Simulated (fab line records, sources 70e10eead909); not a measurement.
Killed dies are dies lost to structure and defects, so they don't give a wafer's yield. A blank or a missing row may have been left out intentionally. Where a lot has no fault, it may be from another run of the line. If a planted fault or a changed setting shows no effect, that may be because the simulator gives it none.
Chamber matching :: flow nand-harc :: NHARC_A_STAIRCASE_DEP_151 on pecvd-01: 3 sister chambers
The step deposits SiO2, target thk 7200 nm. 14 wafers are shown with their chamber, then 7 later ones without.

== WAFERS PAIRED WITH THEIR CHAMBERS ==
wafer: L075.1
chamber: 2
heater-power-w (W): 609
heater-power-outer-w (W): 357

wafer: L075.2
chamber: 1
heater-power-w (W): 608
heater-power-outer-w (W): 356

wafer: L075.5
chamber: 2
heater-power-w (W): 606
heater-power-outer-w (W): 349

wafer: L074.1
chamber: 2
heater-power-w (W): 747
heater-power-outer-w (W): 448

wafer: L074.4
chamber: 0
heater-power-w (W): 633
heater-power-outer-w (W): 371

wafer: L074.6
chamber: 2
heater-power-w (W): 595
heater-power-outer-w (W): 351

wafer: L076.2
chamber: 0
heater-power-w (W): 756
heater-power-outer-w (W): 457

wafer: L076.5
chamber: 1
heater-power-w (W): 581
heater-power-outer-w (W): 334

wafer: L076.6
chamber: 0
heater-power-w (W): 644
heater-power-outer-w (W): 355

wafer: L082.3
chamber: 1
heater-power-w (W): 616
heater-power-outer-w (W): 358

wafer: L082.5
chamber: 1
heater-power-w (W): 583
heater-power-outer-w (W): 343

wafer: L082.6
chamber: 0
heater-power-w (W): 637
heater-power-outer-w (W): 356

wafer: L083.1
chamber: 1
heater-power-w (W): 687
heater-power-outer-w (W): 406

wafer: L083.2
chamber: 0
heater-power-w (W): 733
heater-power-outer-w (W): 434

SIGNATURES, as means of the wafers listed above
reading: heater-power-w
chamber 0: 680.60
chamber 1: 615.00
chamber 2: 639.25
scatter within a chamber: 57.9

reading: heater-power-outer-w
chamber 0: 394.60
chamber 1: 359.40
chamber 2: 376.25
scatter within a chamber: 41.6
Rule: for a wafer and a chamber, the distance is found by dividing, reading by reading, the gap between the wafer's reading and the chamber's mean by the reading's scatter, squaring, summing and taking the root. If the next closest chamber is less than 2 further off than the closest, the wafer can't be placed; otherwise it belongs to the closest. The scatter: take each reading less its chamber's mean, square it, sum over the shown wafers, divide by the number of wafers less the number of chambers, and take the root.

== WAFERS WHOSE CHAMBER IS MISSING ==
wafer: L083.4
heater-power-w (W): 591
heater-power-outer-w (W): 331

wafer: L086.1
heater-power-w (W): 717
heater-power-outer-w (W): 434

wafer: L086.2
heater-power-w (W): 666
heater-power-outer-w (W): 376

wafer: L086.6
heater-power-w (W): 641
heater-power-outer-w (W): 359

wafer: L096.3
heater-power-w (W): 739
heater-power-outer-w (W): 446

wafer: L096.5
heater-power-w (W): 581
heater-power-outer-w (W): 335

wafer: L096.6
heater-power-w (W): 620
heater-power-outer-w (W): 363

== WHICH CHAMBER EACH WENT THROUGH ==
wafer: L083.4
from the rows above: can't be placed: 1 or 2 or 0
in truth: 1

wafer: L086.1
from the rows above: can't be placed: 0 or 2 or 1
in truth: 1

wafer: L086.2
from the rows above: can't be placed: 2 or 0 or 1
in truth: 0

wafer: L086.6
from the rows above: can't be placed: 2 or 1 or 0
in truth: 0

wafer: L096.3
from the rows above: can't be placed: 0 or 2 or 1
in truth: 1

wafer: L096.5
from the rows above: can't be placed: 1 or 2 or 0
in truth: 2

wafer: L096.6
from the rows above: can't be placed: 1 or 2 or 0
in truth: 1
Correctly placed: 0 of 7. From these rows, 7 cannot be placed; in 7 the true chamber is one of the candidates. 0 placed wrongly.
